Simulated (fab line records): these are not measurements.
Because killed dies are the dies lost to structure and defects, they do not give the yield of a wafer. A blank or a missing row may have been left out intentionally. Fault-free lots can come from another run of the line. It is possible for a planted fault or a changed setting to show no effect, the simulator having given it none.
fab line records	flow n5_finfet
record: lots: 9	wafers: 25	last_day: 20
route steps=1938 shown BEOL_M4@1111 BEOL_M10@1531 BEOL_M11@1538 PASSIVATION@1936
lots untouched by any fault: they come from a run of this same line in which no faults occurred
start_h: hours from the record's first day to the start of the lot's first wafer shown	wait_h: hours from the lot's prior step to this one	" the same as in the row above	L1.1+2: one row covering several wafers at once	- value missing, or start not given	* or withheld: withheld	< > ~ a bound
route shown NAME@n: names a module that has steps shown in the file, with the first one's number in the route	usual: the fault-free wafers' mean and standard deviation	same: alike in all rows	chamber/n: place in a boat	sites: each site's reading	_std_site: the standard deviation of these	_edge_site: outer sites' mean less inner sites'	radius_mm: for every site, how far away it sits from the centre of the wafer	mask NAME#n: copy n	behind: tool/chamber where the wafer was last shaped	hold: why the lot went on hold/how many hours it stayed there/how the hold came to an end	device: whichever transistor did not switch (one of n, p or np)	end of line: tests of these same wafers at the route's end	a step without rows: its recipe alone	killed: not the wafer's yield, but the dies lost to structure and defects at the first sort	map: per-die view of a wafer (x killed, . not killed, _ where there is no die)
set.NAME: setting as actually run; set.NAME@STEP: the setting as run at that earlier step	model.NAME: the simulator's own value behind a step, which no gauge read
route steps across a sampled set of lots; one table per step, one row per wafer
services: the hour from which a tool's chamber was out of use, counted from the record's first day as start_h (under 0 if before that day), plus the number of hours and why
== steps ==
step: N5_BEOL_M4_RC_MEAS_101
usual: DIBL_N: 36.5/1.2	DIBL_P: 36.5/1.6	IOFF_N: 0.162/0.023	IOFF_P: 0.221/0.03	ION_N: 678/8	ION_P: 466/6.3	SS_N: 71.6/0.46	SS_P: 73.3/0.57	VT_N: 249.2/2.6	VT_P: -249/3.3
lot.wafer	tool	chamber	start_h	wait_h	DIBL_N[mV/V]	DIBL_P[mV/V]	IOFF_N[nA/um]	IOFF_P[nA/um]	ION_N[uA/um]	ION_P[uA/um]	SS_N[mV/dec]	SS_P[mV/dec]	VT_N[mV]	VT_P[mV]
L468.2	prober-02	0	183.81	0.3	38.6	36.2	0.178	0.225	683	463	71.8	73.7	247.0	-252
L468.5	"	0	"	"	36.6	34.8	0.144	0.207	665	460	71.2	73.2	249.8	-250
L468.6	"	0	"	"	37.1	34.5	0.149	0.197	679	463	72.2	72.9	249.5	-252
L476.1	prober-02	0	257.33	0.0	35.8	36.0	0.152	0.205	680	465	71.8	73.0	252.3	-252
L476.3	"	0	"	"	35.8	36.5	0.151	0.210	669	458	71.4	73.1	249.7	-250
L476.4	"	0	"	"	35.5	35.2	0.148	0.194	682	464	71.0	73.2	250.3	-252
L478.1	prober-01	0	266.00	0.0	34.8	35.7	0.142	0.203	668	463	71.2	72.7	250.4	-250
L478.2	"	0	"	"	38.3	39.0	0.199	0.261	684	465	72.4	74.4	245.0	-247
L478.4	"	0	"	"	37.4	37.6	0.173	0.230	665	458	72.0	73.6	249.0	-251
L479.5	prober-02	0	288.23	0.6	36.5	36.4	0.179	0.199	675	457	72.6	74.2	248.9	-252
L479.6	"	0	"	"	36.8	36.9	0.188	0.210	689	463	72.1	73.7	249.9	-250
L480.1	prober-02	0	290.03	0.0	37.5	36.6	0.181	0.252	674	459	72.5	73.3	250.2	-246
L480.4	"	0	"	"	38.3	38.0	0.198	0.271	677	466	72.7	73.6	248.7	-245
L481.2	prober-01	0	290.62	0.2	36.6	36.6	0.161	0.226	682	467	71.9	73.1	251.7	-247
L481.3	"	0	"	"	36.0	36.7	0.152	0.232	670	466	71.6	73.4	251.2	-251
L481.5	"	0	"	"	37.1	37.6	0.177	0.246	686	471	71.3	72.5	247.3	-246
L489.1	prober-02	0	361.53	0.0	37.5	37.2	0.169	0.210	675	462	72.1	73.1	250.7	-251
L489.2	"	0	"	"	37.1	36.5	0.147	0.203	669	462	72.0	72.9	251.4	-249
L489.4	"	0	"	"	35.6	34.3	0.125	0.176	668	459	70.9	73.2	253.9	-252
L488.1	prober-01	0	364.54	0.0	38.0	36.7	0.167	0.214	674	462	72.0	74.3	246.7	-249
L488.4	"	0	"	"	37.1	35.6	0.155	0.203	677	465	71.5	72.9	248.8	-250
L488.5	"	0	"	"	36.0	34.9	0.138	0.189	672	464	71.7	73.1	250.6	-249
L491.4	prober-02	0	367.87	0.5	38.1	38.1	0.181	0.251	678	468	72.3	74.5	248.3	-249
L491.5	"	0	"	"	37.7	36.9	0.170	0.233	691	469	72.2	74.4	249.1	-247
L491.6	"	0	"	"	39.2	38.9	0.206	0.258	690	463	72.1	73.9	245.9	-249
step: N5_BEOL_M10_THK_MEAS_53
recipe: thk_meas_gauge: xrf	reads: Cu_of_BEOL_M10_ECD_50
usual: M10_THK: 139.9/2.1
lot.wafer	tool	chamber	start_h	wait_h	M10_THK[nm]
L468.2	film_metro-01	-	266.81	-	143.7
L468.5	"	-	"	"	142.6
L468.6	"	-	"	"	139.9
L476.1	film_metro-02	-	312.37	-	141.6
L476.3	"	-	"	"	138.1
L476.4	"	-	"	"	137.3
L478.1	film_metro-02	-	318.91	-	139.6
L478.2	"	-	"	"	138.6
L478.4	"	-	"	"	140.0
L479.5	film_metro-01	-	338.21	-	138.2
L479.6	"	-	"	"	137.4
L480.1	film_metro-02	-	345.84	-	139.4
L480.4	"	-	"	"	136.8
L481.2	film_metro-02	-	348.62	-	139.8
L481.3	"	-	"	"	137.3
L481.5	"	-	"	"	141.9
L489.1	film_metro-01	-	416.28	-	139.2
L489.2	"	-	"	"	138.9
L489.4	"	-	"	"	143.4
L491.4	film_metro-02	-	424.74	-	136.2
L491.5	"	-	"	"	138.7
L491.6	"	-	"	"	138.6
L488.1	film_metro-01	-	430.11	-	142.9
L488.4	"	-	"	"	144.1
L488.5	"	-	"	"	140.5
step: N5_BEOL_M10_DEP_56
recipe: material: SiCN	target_thk_a: 150	temp_c: withheld	precursor: 3MS/NH3	pressure_torr: 3	rf_w: 202	time_s: 26.5
usual: showerhead_plenum_p_Torr: 3.662/0.018	throttle_valve_pct: 8.9/0.41
lot.wafer	tool	chamber	start_h	wait_h	showerhead_plenum_p_Torr	throttle_valve_pct
L468.2	pecvd-03	0	266.87	0.0	3.658	9.5
L468.5	"	1	"	"	3.645	9.5
L468.6	"	0	"	"	3.667	9.2
L476.1	pecvd-03	0	312.44	0.0	3.674	9.1
L476.3	"	1	"	"	3.651	9.4
L476.4	"	1	"	"	3.644	9.3
L478.1	pecvd-02	2	318.97	0.0	3.653	8.8
L478.2	"	1	"	"	3.672	9.2
L478.4	"	2	"	"	3.648	8.4
L479.5	pecvd-02	0	338.29	0.0	3.694	8.7
L479.6	"	1	"	"	3.669	9.0
L480.1	pecvd-03	2	345.90	0.0	3.646	8.1
L480.4	"	2	"	"	3.647	8.0
L481.2	pecvd-01	0	348.68	0.0	3.660	9.8
L481.3	"	1	"	"	3.634	8.7
L481.5	"	0	"	"	3.651	9.4
L489.1	pecvd-02	1	416.34	0.0	3.659	9.0
L489.2	"	2	"	"	3.646	8.6
L489.4	"	2	"	"	3.650	8.5
L491.4	pecvd-02	1	424.82	0.0	3.650	9.0
L491.5	"	0	"	"	3.701	9.1
L491.6	"	2	"	"	3.649	8.5
L488.1	pecvd-03	2	430.19	0.0	3.654	8.2
L488.4	"	2	"	"	3.647	8.6
L488.5	"	0	"	"	3.668	9.7
step: N5_BEOL_M11_THK_MEAS_01
recipe: reads: SiCOH_lowk_of_BEOL_M11_ILD_DEP_00
usual: M11_ILD_THK: 268/3.5
lot.wafer	tool	chamber	start_h	wait_h	M11_ILD_THK[nm]
L468.2	film_metro-02	-	267.60	0.4	268
L468.5	"	-	"	"	272
L468.6	"	-	"	"	270
L476.1	film_metro-02	-	313.17	0.4	265
L476.3	"	-	"	"	268
L476.4	"	-	"	"	268
L478.1	film_metro-02	-	319.69	0.4	266
L478.2	"	-	"	"	268
L478.4	"	-	"	"	271
L479.5	film_metro-02	-	339.17	0.1	269
L479.6	"	-	"	"	268
L480.1	film_metro-02	-	346.69	0.4	269
L480.4	"	-	"	"	268
L481.2	film_metro-02	-	349.75	0.4	264
L481.3	"	-	"	"	263
L481.5	"	-	"	"	266
L489.1	film_metro-02	-	417.07	0.4	266
L489.2	"	-	"	"	267
L489.4	"	-	"	"	272
L491.4	film_metro-01	-	425.52	0.2	265
L491.5	"	-	"	"	268
L491.6	"	-	"	"	265
L488.1	film_metro-02	-	431.69	0.8	267
L488.4	"	-	"	"	267
L488.5	"	-	"	"	272
step: N5_BEOL_M11_ETCH_62
recipe: chemistry: N2/H2	target: SOC	target_depth_a: 1100	overetch_a: 220	mask_material: SiARC	temp_c: 40	time_s: 165	ion_energy_ev: 200	pressure_mtorr: 30	source_w: 840	bias_w: 150	n2_flow_sccm: 200	h2_flow_sccm: 200
usual: drypump_motor_current_A: 5.7/0.42	n2_flow_sccm: 200.0/0.57	oes_product_au: 0.65/0.066	rf_vpp_V: 522.9/2.5	showerhead_plenum_p_Torr: 2.50/0.083	throttle_valve_pct: 17.94/0.19
lot.wafer	tool	chamber	start_h	wait_h	drypump_motor_current_A	n2_flow_sccm	oes_product_au	rf_hours_counter_h	rf_vpp_V	showerhead_plenum_p_Torr	throttle_valve_pct
L468.2	rie_diel-02	2	268.73	0.0	6.1	200.5	0.71	81	521.5	2.47	17.85
L468.5	"	2	"	"	6.1	201.2	0.71	-	522.5	2.47	17.85
L468.6	"	3	"	"	5.9	199.8	0.61	-	519.1	2.43	17.92
L476.1	rie_diel-03	3	314.62	0.0	5.5	199.5	0.58	213	526.0	2.62	18.02
L476.3	"	2	"	"	5.7	200.6	0.57	243	518.4	2.41	18.00
L476.4	"	0	"	"	6.0	199.2	0.65	-	527.3	2.66	18.03
L478.1	rie_diel-02	3	320.76	0.0	5.9	199.7	0.59	214	519.9	2.42	17.94
L478.2	"	2	"	"	6.1	200.4	0.69	99	522.7	2.46	17.88
L478.4	"	0	"	"	4.8	200.5	0.77	31	524.7	2.59	17.77
L479.5	rie_diel-02	1	340.91	0.1	5.6	200.1	0.50	-	521.0	2.42	18.15
L479.6	"	2	"	"	6.1	200.2	0.68	-	521.7	2.46	17.89
L480.1	rie_diel-02	2	348.98	0.0	6.1	199.8	0.68	110	521.6	2.45	17.90
L480.4	"	0	"	"	4.8	199.3	0.62	44	525.5	2.58	17.77
L481.2	rie_diel-02	3	352.59	0.1	5.9	199.4	0.59	229	519.9	2.41	17.96
L481.3	"	3	"	"	5.9	199.7	0.59	-	519.7	2.41	17.96
L481.5	"	2	"	"	6.0	200.8	0.56	-	522.2	2.45	17.88
L489.1	rie_diel-02	1	420.22	0.0	5.6	199.7	0.60	223	521.2	2.41	18.19
L489.2	"	2	"	"	6.1	200.1	0.67	135	520.7	2.44	17.93
L489.4	"	2	"	"	6.1	200.2	0.66	-	521.9	2.44	17.94
L491.4	rie_diel-02	0	427.55	0.1	4.8	200.1	0.72	-	525.9	2.57	17.83
L491.5	"	1	"	"	5.6	198.0	0.60	-	521.8	2.41	18.21
L491.6	"	2	"	"	6.1	200.6	0.65	-	520.9	2.44	17.95
L488.1	rie_diel-02	1	433.75	0.0	5.6	199.5	0.60	228	519.7	2.41	18.21
L488.4	"	0	"	"	4.8	200.8	0.72	-	523.1	2.57	17.83
L488.5	"	2	"	"	6.1	199.5	0.65	-	520.3	2.44	17.95
step: N5_BEOL_M11_HM_OPEN_17
recipe: chemistry: Cl2/BCl3	target_depth_a: 200	overetch_a: 60	target: TiN	mask_material: SOC	ion_energy_ev: 150	pressure_mtorr: 10	icp_w: 1000	bias_w: 126	Cl2_flow_sccm: 53.25	bcl3_flow_sccm: 21.75	Ar_flow_sccm: 25
usual: drypump_motor_current_A: 6.0/0.47	oes_product_au: 0.71/0.065	throttle_valve_pct: 21.99/0.23
lot.wafer	tool	chamber	start_h	wait_h	drypump_motor_current_A	oes_product_au	rf_hours_counter_h	throttle_valve_pct
L468.2	rie_metal-02	0	268.91	0.0	5.6	0.54	117	22.09
L468.5	"	0	"	"	5.6	0.54	-	22.11
L468.6	"	1	"	"	6.0	0.71	-	22.38
L476.1	rie_metal-01	0	314.80	0.0	6.7	0.75	12	22.06
L476.3	"	0	"	"	6.7	0.75	-	22.06
L476.4	"	1	"	"	6.2	0.65	-	21.85
L478.1	rie_metal-02	0	320.94	0.0	5.6	0.81	3	21.84
L478.2	"	1	"	"	6.1	0.69	31	22.38
L478.4	"	1	"	"	6.0	0.70	-	22.37
L479.5	rie_metal-01	1	341.09	0.1	6.2	0.28	-	22.51
L479.6	"	0	"	"	6.7	0.73	-	22.09
L480.1	rie_metal-01	0	349.17	0.0	6.7	0.73	15	22.09
L480.4	"	1	"	"	6.2	0.28	-	22.51
L481.2	rie_metal-03	0	352.86	0.0	5.9	0.77	5	21.66
L481.3	"	0	"	"	5.9	0.77	-	21.65
L481.5	"	0	"	"	5.9	0.35	-	22.26
L489.1	rie_metal-03	1	420.41	0.0	5.1	0.62	62	21.95
L489.2	"	0	"	"	5.9	0.74	10	21.66
L489.4	"	0	"	"	5.9	0.76	-	21.64
L491.4	rie_metal-02	0	427.70	0.1	5.6	0.75	-	21.87
L491.5	"	0	"	"	5.6	0.74	-	21.87
L491.6	"	1	"	"	6.0	0.67	-	22.41
L488.1	rie_metal-02	1	433.99	0.1	6.1	0.66	42	22.42
L488.4	"	1	"	"	6.0	0.67	-	22.41
L488.5	"	0	"	"	5.6	0.74	-	21.89
step: N5_BEOL_M11_CD_MEAS_18
recipe: pitch_nm: 140	target_cd_nm: 70
usual: cd_nm: 69.9/0.48
lot.wafer	tool	chamber	start_h	wait_h	cd_nm
L468.2	cd_sem-01	-	269.44	0.1	70.1
L468.5	"	-	"	"	69.5
L468.6	"	-	"	"	70.1
L476.1	cd_sem-02	-	315.05	0.1	70.3
L476.3	"	-	"	"	69.6
L476.4	"	-	"	"	70.3
L478.1	cd_sem-03	-	321.26	0.0	69.6
L478.2	"	-	"	"	70.4
L478.4	"	-	"	"	70.3
L479.5	cd_sem-03	-	341.22	0.0	-
L479.6	"	-	"	"	69.6
L480.1	cd_sem-02	-	349.50	0.0	70.2
L480.4	"	-	"	"	-
L481.2	cd_sem-02	-	353.71	0.1	69.5
L481.3	"	-	"	"	69.4
L481.5	"	-	"	"	-
L489.1	cd_sem-03	-	420.59	0.0	70.6
L489.2	"	-	"	"	69.7
L489.4	"	-	"	"	69.8
L491.4	cd_sem-01	-	427.85	0.0	70.5
L491.5	"	-	"	"	69.8
L491.6	"	-	"	"	69.9
L488.1	cd_sem-03	-	434.17	0.0	69.1
L488.4	"	-	"	"	69.3
L488.5	"	-	"	"	69.0
step: N5_BEOL_M11_OCD_MEAS_38
usual: trench_depth_nm: 148.3/2
lot.wafer	tool	chamber	start_h	wait_h	trench_depth_nm
L468.2	ocd-02	-	270.56	-	146.6
L468.5	"	-	"	"	146.4
L468.6	"	-	"	"	145.6
L476.1	ocd-01	-	316.42	-	149.5
L476.3	"	-	"	"	149.1
L476.4	"	-	"	"	150.3
L478.1	ocd-02	-	323.02	-	149.2
L478.2	"	-	"	"	145.9
L478.4	"	-	"	"	147.2
L479.5	ocd-01	-	342.89	-	-
L479.6	"	-	"	"	145.6
L480.1	ocd-02	-	352.49	-	150.2
L480.4	"	-	"	"	-
L481.2	ocd-01	-	355.56	-	147.8
L481.3	"	-	"	"	150.4
L481.5	"	-	"	"	-
L489.1	ocd-01	-	421.94	-	146.3
L489.2	"	-	"	"	146.0
L489.4	"	-	"	"	151.1
L491.4	ocd-02	-	429.31	-	144.7
L491.5	"	-	"	"	145.5
L491.6	"	-	"	"	144.2
L488.1	ocd-02	-	436.84	-	148.3
L488.4	"	-	"	"	146.5
L488.5	"	-	"	"	148.0
step: N5_PASSIVATION_PROBE_49
usual: defect_limited_yield: 91.2/1.3	killed_at_M0_to_M3: 34/9.2	killed_at_M4_up: 14/5	killed_at_contacts: 13/6.7	killed_at_front_end: 39/12	killed_at_other: 4/3.3	killed_dies: 104/15	killed_on_rim: 14/3.7	killed_open: 68/12	killed_short: 34/7.5	sort_bin_5_function: 5.2/0.87	sort_bin_6_memory: 3.3/0.63	sort_n_pass: 1076/15	sort_yield_pct: 91.2/1.3
same: gross_dies: 1180	killed_at_back_side: 0	sort_bin_4_leakage[%]: 0	sort_bin_8_speed[%]: 0
lot.wafer	tool	chamber	start_h	wait_h	defect_limited_yield[%]	killed_at_M0_to_M3	killed_at_M4_up	killed_at_contacts	killed_at_front_end	killed_at_other	killed_dies	killed_on_rim	killed_open	killed_short	sort_bin_5_function[%]	sort_bin_6_memory[%]	sort_n_pass	sort_yield_pct[%]
L468.2	prober-01	-	316.19	0.1	91.8	28	16	20	32	1	97	11	67	29	4.6	3.0	1083	91.8
L468.5	prober-01	-	316.34	0.2	89.8	63	16	8	30	3	120	15	64	53	5.3	4.2	1060	89.8
L468.6	prober-01	-	316.39	0.3	90.7	31	12	12	51	4	110	12	69	39	5.5	3.4	1070	90.7
L476.1	prober-01	-	360.90	0.0	90.6	30	22	8	32	19	111	19	84	26	5.5	3.7	1069	90.6
L476.3	prober-01	-	361.00	0.1	91.3	39	23	7	25	9	103	18	63	37	5.0	3.4	1077	91.3
L476.4	prober-01	-	361.05	0.2	90.3	49	30	6	23	7	115	9	81	34	5.6	3.9	1065	90.3
L478.1	prober-01	-	369.48	0.0	91.1	36	16	7	44	2	105	12	72	31	5.3	3.4	1075	91.1
L478.2	prober-01	-	369.53	0.1	92.4	23	16	9	36	6	90	13	65	23	5.3	2.4	1090	92.4
L478.4	prober-01	-	369.63	0.2	91.8	26	15	12	44	0	97	11	68	27	4.5	3.5	1083	91.8
L479.5	prober-02	-	385.34	0.2	0	43	1102	6	25	4	1180	152	52	32	96.6	3.1	0	0
L479.6	prober-02	-	385.39	0.3	90.4	19	20	10	63	1	113	18	86	24	5.8	3.6	1067	90.4
L480.1	prober-02	-	392.50	0.0	92.9	18	11	9	45	1	84	13	65	19	4.0	2.9	1096	92.9
L480.4	prober-02	-	392.65	0.2	0	27	1074	8	66	5	1180	152	85	36	96.5	3.2	0	0
L481.2	prober-02	-	397.07	0.1	89.9	22	19	44	33	1	119	15	75	40	5.5	4.3	1061	89.9
L481.3	prober-02	-	397.12	0.1	89.9	45	13	26	32	3	119	12	76	41	6.8	3.1	1061	89.9
L481.5	prober-02	-	397.22	0.2	0	33	1067	20	55	5	1180	152	84	36	95.3	4.3	0	0
L489.1	prober-01	-	461.53	0.0	91.4	36	18	8	39	1	102	14	58	41	4.7	3.5	1078	91.4
L489.2	prober-01	-	461.58	0.1	91.0	46	16	10	27	7	106	16	66	40	5.4	2.9	1074	91.0
L489.4	prober-01	-	461.68	0.2	92.3	30	16	15	28	2	91	9	66	25	4.6	3.1	1089	92.3
L491.4	prober-01	-	469.37	0.2	92.0	28	12	4	49	1	94	11	64	30	4.6	3.0	1086	92.0
L491.5	prober-01	-	469.42	0.2	92.6	30	5	0	48	4	87	10	51	36	3.9	3.3	1093	92.6
L491.6	prober-01	-	469.47	0.3	93.2	30	9	6	34	1	80	13	51	29	4.1	2.5	1100	93.2
L488.1	prober-02	-	478.68	0.0	92.2	31	12	12	35	2	92	11	65	26	4.8	2.7	1088	92.2
L488.4	prober-02	-	478.83	0.2	89.9	38	21	16	37	7	119	20	76	38	6.3	3.1	1061	89.9
L488.5	prober-02	-	478.88	0.2	91.7	32	8	12	45	1	98	12	63	32	5.1	2.7	1082	91.7
killed by level:class
L468.2 MOL_CONTACT_COAG:geometric_particle:open=16 FIN_SAQP:geometric_particle:open=10 BEOL_M2:geometric_particle:open=8 BEOL_M4:geometric_particle:open=8 BEOL_M3:geometric_particle:open=6 STI_FIN_REVEAL:geometric_particle:open=5 GATE_CUT:geometric_particle:short=5 MOL_CONTACT_COAG:geometric_particle:short=4
L468.5 BEOL_M3:geometric_particle:short=14 BEOL_M3:geometric_particle:open=12 BEOL_M2:geometric_particle:short=10 BEOL_M4:geometric_particle:open=9 BEOL_M0_SAQP:geometric_particle:open=8 BEOL_M2:geometric_particle:open=7 FIN_SAQP:geometric_particle:short=6 MOL_CONTACT_COAG:geometric_particle:open=6
L468.6 FIN_SAQP:geometric_particle:open=17 FIN_SAQP:geometric_particle:short=14 STI_FIN_REVEAL:geometric_particle:open=7 MOL_CONTACT_COAG:geometric_particle:open=7 BEOL_M1:geometric_particle:open=6 BEOL_M4:geometric_particle:open=6 STARTING-WAFER:geometric_particle:open=5 MOL_CONTACT_COAG:geometric_particle:short=5
L476.1 BEOL_M2:geometric_particle:open=11 BEOL_M4:geometric_particle:open=11 STI_FIN_REVEAL:geometric_particle:open=8 MIM_TOP_ETCH:geometric_particle:open=8 MOL_CONTACT_COAG:geometric_particle:open=7 BEOL_M1:geometric_particle:open=7 MIM_TOP_ETCH:geometric_particle:short=6 FIN_SAQP:geometric_particle:open=4
L476.3 BEOL_M3:geometric_particle:open=11 BEOL_M2:geometric_particle:open=9 FIN_SAQP:geometric_particle:short=5 BEOL_M5:geometric_particle:open=5 GATE_CUT:geometric_particle:short=5 BEOL_M0_SAQP:geometric_particle:short=5 BEOL_M1:geometric_particle:open=5 MOL_CONTACT_COAG:geometric_particle:short=4
L476.4 BEOL_M2:geometric_particle:open=16 BEOL_M4:geometric_particle:open=12 BEOL_M3:geometric_particle:open=7 MOL_CONTACT_COAG:geometric_particle:open=5 BEOL_M0_SAQP:geometric_particle:open=5 BEOL_M0_SAQP:geometric_particle:short=5 BEOL_M1:geometric_particle:open=5 BEOL_M6:geometric_particle:open=5
L478.1 FIN_SAQP:geometric_particle:open=19 BEOL_M1:geometric_particle:open=17 BEOL_M4:geometric_particle:open=9 BEOL_M0_SAQP:geometric_particle:short=8 STI_FIN_REVEAL:geometric_particle:open=6 FIN_SAQP:geometric_particle:short=5 MOL_CONTACT_COAG:geometric_particle:open=4 GATE_CUT:geometric_particle:short=3
L478.2 FIN_SAQP:geometric_particle:open=13 BEOL_M4:geometric_particle:open=12 MOL_CONTACT_COAG:geometric_particle:open=7 BEOL_M0_SAQP:geometric_particle:short=6 BEOL_M0_SAQP:geometric_particle:open=6 FIN_SAQP:geometric_particle:short=4 STI_FIN_REVEAL:geometric_particle:open=4 GATE_CUT:geometric_particle:open=4
L478.4 FIN_SAQP:geometric_particle:open=18 MOL_CONTACT_COAG:geometric_particle:open=10 FIN_SAQP:geometric_particle:short=8 BEOL_M0_SAQP:geometric_particle:short=8 BEOL_M0_SAQP:geometric_particle:open=7 BEOL_M1:geometric_particle:open=7 BEOL_M4:geometric_particle:open=6 STARTING-WAFER:geometric_particle:open=4
L479.5 BEOL_M11:area_etch=1094 BEOL_M0_SAQP:geometric_particle:short=12 BEOL_M3:geometric_particle:open=9 BEOL_M1:geometric_particle:open=7 BEOL_M4:geometric_particle:open=6 GATE_CUT:geometric_particle:short=5 MOL_CONTACT_COAG:geometric_particle:open=5 BEOL_M0_SAQP:geometric_particle:open=5
L479.6 FIN_SAQP:geometric_particle:open=27 BEOL_M4:geometric_particle:open=11 STI_FIN_REVEAL:geometric_particle:open=8 MOL_CONTACT_COAG:geometric_particle:open=8 DUMMY_GATE:geometric_particle:open=7 BEOL_M0_SAQP:geometric_particle:open=6 FIN_SAQP:geometric_particle:short=4 DUMMY_GATE:geometric_particle:short=4
L480.1 STI_FIN_REVEAL:geometric_particle:open=22 MOL_CONTACT_COAG:geometric_particle:open=9 BEOL_M3:geometric_particle:open=8 FIN_SAQP:geometric_particle:open=6 BEOL_M4:geometric_particle:open=5 STI_FIN_REVEAL:geometric_particle:short=4 BEOL_M0_SAQP:geometric_particle:short=4 STARTING-WAFER:geometric_particle:open=4
L480.4 BEOL_M11:area_etch=1059 STI_FIN_REVEAL:geometric_particle:open=29 MOL_CONTACT_COAG:geometric_particle:open=7 BEOL_M0_SAQP:geometric_particle:short=7 FIN_SAQP:geometric_particle:short=6 FIN_SAQP:geometric_particle:open=6 GATE_CUT:geometric_particle:short=6 BEOL_M0_SAQP:geometric_particle:open=6
L481.2 MOL_CONTACT_COAG:geometric_particle:open=35 MOL_CONTACT_COAG:geometric_particle:short=9 FIN_SAQP:geometric_particle:short=7 BEOL_M0_SAQP:geometric_particle:short=6 GATE_CUT:geometric_particle:short=6 BEOL_M4:geometric_particle:open=5 FIN_SAQP:geometric_particle:open=4 BEOL_M0_SAQP:geometric_particle:open=4
L481.3 MOL_CONTACT_COAG:geometric_particle:open=20 BEOL_M1:geometric_particle:open=11 BEOL_M3:geometric_particle:open=11 BEOL_M0_SAQP:geometric_particle:short=9 STI_FIN_REVEAL:geometric_particle:open=7 FIN_SAQP:geometric_particle:short=6 FIN_SAQP:geometric_particle:open=6 MOL_CONTACT_COAG:geometric_particle:short=6
L481.5 BEOL_M11:area_etch=1058 MOL_CONTACT_COAG:geometric_particle:open=15 FIN_SAQP:geometric_particle:open=14 STI_FIN_REVEAL:geometric_particle:open=9 DUMMY_GATE:geometric_particle:open=9 BEOL_M1:geometric_particle:open=8 FIN_SAQP:geometric_particle:short=7 BEOL_M0_SAQP:geometric_particle:short=7
L489.1 BEOL_M4:geometric_particle:open=14 BEOL_M0_SAQP:geometric_particle:short=12 STI_FIN_REVEAL:geometric_particle:open=10 BEOL_M0_SAQP:geometric_particle:open=9 MOL_CONTACT_COAG:geometric_particle:open=6 BEOL_M3:geometric_particle:open=6 STARTING-WAFER:geometric_particle:short=5 FIN_SAQP:geometric_particle:short=3
L489.2 BEOL_M0_SAQP:geometric_particle:short=13 BEOL_M0_SAQP:geometric_particle:open=12 BEOL_M3:geometric_particle:open=10 MOL_CONTACT_COAG:geometric_particle:open=8 FIN_SAQP:geometric_particle:open=5 BEOL_M4:geometric_particle:open=5 STI_FIN_REVEAL:geometric_particle:open=4 BEOL_M2:geometric_particle:open=4
L489.4 MOL_CONTACT_COAG:geometric_particle:open=11 STI_FIN_REVEAL:geometric_particle:open=8 BEOL_M0_SAQP:geometric_particle:short=7 BEOL_M0_SAQP:geometric_particle:open=7 BEOL_M1:geometric_particle:open=7 BEOL_M4:geometric_particle:open=6 MOL_CONTACT_COAG:geometric_particle:short=4 BEOL_M3:geometric_particle:open=4
L491.4 STI_FIN_REVEAL:geometric_particle:open=11 GATE_CUT:geometric_particle:short=10 FIN_SAQP:geometric_particle:open=8 BEOL_M2:geometric_particle:open=6 BEOL_M3:geometric_particle:open=6 FIN_SAQP:geometric_particle:short=5 BEOL_M0_SAQP:geometric_particle:open=4 GATE_CUT:geometric_particle:open=4
L491.5 FIN_SAQP:geometric_particle:short=10 FIN_SAQP:geometric_particle:open=9 STI_FIN_REVEAL:geometric_particle:open=8 DUMMY_GATE:geometric_particle:open=7 BEOL_M0_SAQP:geometric_particle:short=6 BEOL_M2:geometric_particle:open=5 BEOL_M0:geometric_particle:open=4 STARTING-WAFER:geometric_particle:short=4
L491.6 FIN_SAQP:geometric_particle:short=12 BEOL_M1:geometric_particle:open=8 BEOL_M4:geometric_particle:open=8 BEOL_M0_SAQP:geometric_particle:open=7 MOL_CONTACT_COAG:geometric_particle:open=6 GATE_CUT:geometric_particle:short=5 BEOL_M0_SAQP:geometric_particle:short=4 BEOL_M3:geometric_particle:open=4
L488.1 BEOL_M1:geometric_particle:open=13 MOL_CONTACT_COAG:geometric_particle:open=8 DUMMY_GATE:geometric_particle:open=7 STI_FIN_REVEAL:geometric_particle:open=6 BEOL_M0_SAQP:geometric_particle:open=5 BEOL_M2:geometric_particle:open=5 GATE_CUT:geometric_particle:short=4 MOL_CONTACT_COAG:geometric_particle:short=4
L488.4 MOL_CONTACT_COAG:geometric_particle:open=15 BEOL_M0_SAQP:geometric_particle:open=11 STI_FIN_REVEAL:geometric_particle:open=9 BEOL_M0_SAQP:geometric_particle:short=9 BEOL_M5:geometric_particle:open=8 FIN_SAQP:geometric_particle:short=6 BEOL_M1:geometric_particle:open=6 BEOL_M2:geometric_particle:open=6
L488.5 STI_FIN_REVEAL:geometric_particle:open=14 MOL_CONTACT_COAG:geometric_particle:open=11 BEOL_M0_SAQP:geometric_particle:short=9 FIN_SAQP:geometric_particle:open=6 BEOL_M0_SAQP:geometric_particle:open=6 BEOL_M2:geometric_particle:open=6 FIN_SAQP:geometric_particle:short=5 BEOL_M3:geometric_particle:open=4
== services ==
tool	chamber	start_h	hours	kind
rie_diel-02	3	250.98	4.4	repair
rie_diel-03	3	251.86	6.5	repair
rie_metal-02	-	254.09	14.6	pm
pecvd-02	-	261.64	0.5	repair
pecvd-02	-	267.16	1.1	repair
rie_diel-02	0	294.77	12.3	repair
rie_diel-03	1	312.30	15.5	repair
rie_diel-02	2	322.19	4.5	repair
rie_diel-03	-	327.21	28.1	pm
rie_metal-02	-	331.27	0.7	repair
rie_diel-02	-	332.96	1.8	repair
rie_metal-03	0	339.24	12.5	repair
pecvd-02	-	345.51	2.8	pm
rie_diel-02	0	350.85	2.9	repair
pecvd-03	-	362.37	1.5	repair
rie_diel-02	-	368.45	4.3	pm
rie_diel-03	-	374.24	1.1	repair
pecvd-03	2	387.41	5.1	repair
rie_diel-03	-	408.89	2.8	pm
rie_diel-02	-	412.46	0.3	repair
rie_diel-02	3	414.83	-	clean
rie_diel-02	3	414.83	-	consumable_replace:focus_ring
pecvd-02	2	425.19	1.8	repair
pecvd-01	-	429.82	0.9	repair
== key ==
first_sign: step: N5_BEOL_M11_HM_OPEN_17	reading: oes_product_au	direction: down	sigmas: 6.2	usual: 0.71	struck: 0.30
effect: step: N5_BEOL_M11_CD_MEAS_18	reading: cd_nm	direction: missing
effect: step: N5_BEOL_M11_OCD_MEAS_38	reading: trench_depth_nm	direction: missing
effect: step: N5_PASSIVATION_PROBE_49	reading: killed_at_M4_up	direction: up	sigmas: 99+	usual: 14	struck: 1081
more_kills_born_at: N5_BEOL_M11_ETCH_62@rie_diel-02: 3211
met_at N5_BEOL_M11_ETCH_62
struck_lots L479,L480,L481
struck_wafers L479.5,L480.4,L481.5
later_rows_left_out L479.5,L480.4,L481.5
not_acting_at N5_BEOL_M10_THK_MEAS_53,N5_BEOL_M10_DEP_56,N5_BEOL_M11_THK_MEAS_01
onset_between 320.76 340.91
fault: kind: process_parameter_drift	tool: rie_diel-02	chamber: -	onset_h: 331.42	steps: N5_BEOL_M11_ETCH_62	channel: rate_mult	offset: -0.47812	shape: step	end_h: 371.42	scope: struck_wafers_only
later_rows_left_out: the simulator's readings of these wafers behind a module that went badly wrong aren't trusted and aren't shown, but for the sort
